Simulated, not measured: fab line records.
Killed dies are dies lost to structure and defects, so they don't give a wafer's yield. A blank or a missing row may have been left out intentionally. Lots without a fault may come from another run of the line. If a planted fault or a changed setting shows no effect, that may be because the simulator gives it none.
Struck lot and sound lot, side by side / flow nand-harc / 29 steps out of a route of 1302
Sound: wafers L116.1, L116.3, L116.4. Wafers L127.2, L127.4, L127.6 were the ones struck. The cause is named last.
For every step that has rows: the tool of each side, followed by ch and its chambers, followed by its first start. Under that, the readings that differ: sound wafers / struck wafers / difference of the means / sigmas: that difference in standard deviations of wafers without a fault.
alike: readings with means less than 2 such deviations apart, plus words and numbers identical on both sides. not compared: withheld readings, readings lacking a value on some wafer, bounds such as >300 that could conceal the same value, and numbers that have no deviation in the record and whose values overlap.
The two part at a step that has a row with sigmas, a row that says differs or no value, or rows on one side only. Numbers that don't overlap but have no deviation are shown without sigmas and don't part them. A reading that every wafer of one side lacks parts them only if that side has two wafers or more.

first, 12 steps without rows for these wafers: NHARC_P_STI_ETCH_26 (etches SiO2 in dHF, target depth 11 nm); NHARC_P_STI_PRECLEAN_27 (cleans in SC1); NHARC_P_STI_SRD_28; NHARC_P_STI_OXIDE_29 (material SiO2, target thk 10 nm, ox time 1362 s); NHARC_P_STI_HM_DEP_30 (deposits Si3N4, target thk 80 nm, time 873 s); NHARC_P_STI_DEHYDRATE_01 (time 120 s); NHARC_P_STI_HMDS_02 (time 30 s); NHARC_P_STI_COAT_41 (time 65 s); NHARC_P_STI_COAT_03 (resist thk 600 nm); NHARC_P_STI_SOFTBAKE_04 (time 70 s); NHARC_P_STI_EBR_05; NHARC_P_STI_EXPOSE_06 (exposes mask P STI, target cd 200 nm).
NHARC_P_STI_PEB_07: peb time 80 s.
  sound on litho-track-02 ch 0, day 4 13:16; struck on litho-track-03 ch 0, day 9 00:17
reading=plate-temp-C (C); sound=127.96 128.16 127.86; struck=128.72 128.59 128.70; difference=+0.68; sigmas=+5
then, 1 step without rows for these wafers: NHARC_P_STI_DEVELOP_08 (time 50 s).
NHARC_P_STI_CD_MEAS_09: the cd target is 200 nm.
  sound on cd-sem-01 ch 0, day 4 13:21; struck on cd-sem-02 ch 0, day 9 00:23
  alike: cd-nm
  not compared: hold
NHARC_P_STI_OVL_MEAS_10:
  struck on overlay-01, day 9 00:28; sound on overlay-02, day 4 13:26
reading=overlay-x-nm (nm); sound=-1 -2 -2; struck=15 15 15; difference=+17; sigmas=+3
  alike: overlay-y-nm
  not compared: hold
NHARC_P_STI_INSPECT_11:
  struck on defect-inspect-01, day 9 00:30; sound on defect-inspect-02, day 4 13:28
  alike: raw-defect-count
then, 1 step without rows for these wafers: NHARC_P_STI_HARDBAKE_13 (time 65 s).
NHARC_P_STI_DESCUM_14: chemistry O2, time 3 s.
  sound on rie-diel-08 ch 0,1,2, day 4 13:37; struck on rie-diel-12 ch 0,2, day 9 00:39
reading=model.P_STI.cd-nm (nm); sound=201.7 199.2 202.6; struck=204.7 204.3 203.4; difference=+3.0; sigmas=
  alike: drypump-motor-current-A, oes-product-au, rf-vpp-V, showerhead-plenum-p-Torr, throttle-valve-pct
  not compared: rf-hours-counter-h
NHARC_P_STI_ETCH_42: etches the open film in N2/H2, target depth 80 nm, overetch 24 nm, time 61 s.
  sound on rie-diel-08 ch 0,1,3, day 4 13:41; struck on rie-diel-12 ch 0,3, day 9 00:43
  alike: drypump-motor-current-A, oes-product-au, rf-fwd-power-W, rf-vpp-V, showerhead-plenum-p-Torr, throttle-valve-pct
  not compared: rf-hours-counter-h
NHARC_P_STI_ETCH_31: etches the open film in CF4/CHF3, target depth 108.9 nm, time 54.5 s.
  sound on rie-diel-08 ch 0,1,2; struck on rie-diel-12 ch 0,2,3
  alike: drypump-motor-current-A, oes-product-au, rf-fwd-power-W, rf-vpp-V, showerhead-plenum-p-Torr, throttle-valve-pct
  not compared: rf-hours-counter-h
NHARC_P_STI_ETCH_15: etches the open film in HBr/Cl2, target depth 300 nm, time 100.1 s.
  sound on rie-si-02 ch 0,1,2, day 4 13:53; struck on rie-si-02 ch 1,2,3, day 9 00:56
reading=model.P_STI.cd-nm (nm); sound=200 198.7 201.8; struck=204.5 204.1 202; difference=+3.4; sigmas=
  alike: drypump-motor-current-A, hbr-flow-sccm, mfc-cl2-sccm, oes-product-au, rf-fwd-power-W, throttle-valve-pct
  not compared: rf-hours-counter-h
NHARC_P_STI_CD_MEAS_16:
  struck on cd-sem-01, day 9 01:05; sound on cd-sem-03, day 4 14:02
  alike: cd-nm
  not compared: hold
NHARC_P_STI_OCD_MEAS_17:
  struck on ocd-01, day 9 01:10; sound on ocd-01, day 4 14:08
  alike: trench-depth-nm, trench-foot-cd-nm
  not compared: hold
then, 2 steps without rows for these wafers: NHARC_P_STI_PRECLEAN_32 (cleans in SC1); NHARC_P_STI_SRD_23.
NHARC_P_STI_OCD_MEAS_43:
  struck on ocd-02, day 9 01:40; sound on ocd-02, day 4 14:39
  alike: trench-depth-nm, trench-foot-cd-nm
then, 2 steps without rows for these wafers: NHARC_P_STI_OXIDE_33 (material SiO2, target thk 10 nm, ox time 281 s); NHARC_END_SORT_01.

== WHERE THEY PART ==
First at NHARC_P_STI_PEB_07; last, within this record, at NHARC_P_STI_OVL_MEAS_10. Later steps at which nothing parts them and some readings are alike: NHARC_P_STI_INSPECT_11, NHARC_P_STI_DESCUM_14, NHARC_P_STI_ETCH_42, NHARC_P_STI_ETCH_31, NHARC_P_STI_ETCH_15, NHARC_P_STI_CD_MEAS_16, NHARC_P_STI_OCD_MEAS_17, NHARC_P_STI_OCD_MEAS_43.

WHY: whatever the simulator had introduced
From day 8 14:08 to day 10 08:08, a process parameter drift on litho-track-03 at NHARC_P_STI_PEB_07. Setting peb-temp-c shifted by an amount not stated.
